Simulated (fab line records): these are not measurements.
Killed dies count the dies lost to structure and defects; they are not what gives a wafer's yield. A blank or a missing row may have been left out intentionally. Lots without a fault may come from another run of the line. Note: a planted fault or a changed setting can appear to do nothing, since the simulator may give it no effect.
Which tool did it? | flow nandHarc | Sampling: 6 lots, 16 wafers, 6 of 1159 route steps

## WHAT THE GAUGES SHOWED, per wafer
NHARC_END_SORT_01.
lot | measured | on | killedAtArray

## EACH LOT AND THE TOOL THAT RAN IT (in order: tool; ch and the chambers of the sampled wafers; start)
lot  | NHARC_A_CHANNEL_HOLE_D1_ETCH_20 | NHARC_A_CHANNEL_HOLE_D1_ETCH_22 | NHARC_A_CHANNEL_HOLE_D1_ETCH_33 | NHARC_A_CHANNEL_HOLE_D1_XSEM_31 | NHARC_A_CHANNEL_FILL_D1_ALD_02
L389 | harEtch-02 ch 0,1, day 9 06:04  | harEtch-02 ch 0,1, day 9 06:55  | harEtch-02 ch 0,1, day 9 09:54  | xsem-01 ch 0, day 9 11:29       | aldHk-04 ch 0,2,3, day 9 11:55
L391 | harEtch-02 ch 0,1, day 9 12:41  | harEtch-02 ch 0,1, day 9 13:26  | harEtch-02 ch 0,1, day 9 16:32  | xsem-01 ch 0, day 9 18:10       | aldHk-01 ch 0,2,3, day 9 18:50
L395 | harEtch-01 ch 0,1, day 10 17:01 | harEtch-01 ch 0,1, day 10 17:46 | harEtch-01 ch 0,1, day 10 20:54 | xsem-02 ch 0, day 10 22:41      | aldHk-01 ch 0,3, day 10 23:04
L402 | harEtch-01 ch 0,1, day 12 11:43 | harEtch-01 ch 0,1, day 12 12:31 | harEtch-01 ch 0,1, day 12 15:34 | xsem-02 ch 0, day 12 17:10      | aldHk-01 ch 0,1,3, day 12 19:28
L404 | harEtch-01 ch 1, day 13 05:49   | harEtch-01 ch 1, day 13 06:37   | harEtch-01 ch 1, day 13 09:38   | xsem-01 ch 0, day 13 11:14      | aldHk-01 ch 2, day 13 22:49
L407 | harEtch-02 ch 0,1, day 14 07:48 | harEtch-02 ch 0,1, day 14 08:38 | harEtch-02 ch 0,1, day 14 11:38 | xsem-01 ch 0, day 14 13:13      | aldHk-02 ch 0,1,2, day 14 16:31
- NHARC_A_CHANNEL_HOLE_D1_ETCH_20: etches the open film in C4F8/O2/Ar, time 361.9 s, target depth 1600 nm.
- NHARC_A_CHANNEL_HOLE_D1_ETCH_22: etches the open film in C4F8/O2/Ar, time 666.7 s, target depth 1600 nm.
- NHARC_A_CHANNEL_HOLE_D1_ETCH_33: etches the open film in C4F8/O2/Ar, time 90 s, target depth 400 nm.
- NHARC_A_CHANNEL_HOLE_D1_XSEM_31
- NHARC_A_CHANNEL_FILL_D1_ALD_02: deposits SiO2, target thk 6 nm, pulse time 10 s, ald cycles 60.

## THE ANSWER, worked out from the rows above alone
Rule: the usual values come from the lots themselves. The widest of any qualifying gaps counts: lots, ordered by their means at a reading, are off when they make up no more than a third of the lots, leave a main group of 4 or more, and stand apart from it by 3 or more times the standard deviation of that group's means. Not used: any main group whose means are identical at the precision the tables above print for the reading. Also off: a lot with no number at a reading for which 4 or more lots have one. Where the step has rows for the other lots, those lots are counted as sound.
None of the lots is off at any reading shown; this tells nothing.

## WHAT HAD BEEN PUT IN BY THE SIMULATOR
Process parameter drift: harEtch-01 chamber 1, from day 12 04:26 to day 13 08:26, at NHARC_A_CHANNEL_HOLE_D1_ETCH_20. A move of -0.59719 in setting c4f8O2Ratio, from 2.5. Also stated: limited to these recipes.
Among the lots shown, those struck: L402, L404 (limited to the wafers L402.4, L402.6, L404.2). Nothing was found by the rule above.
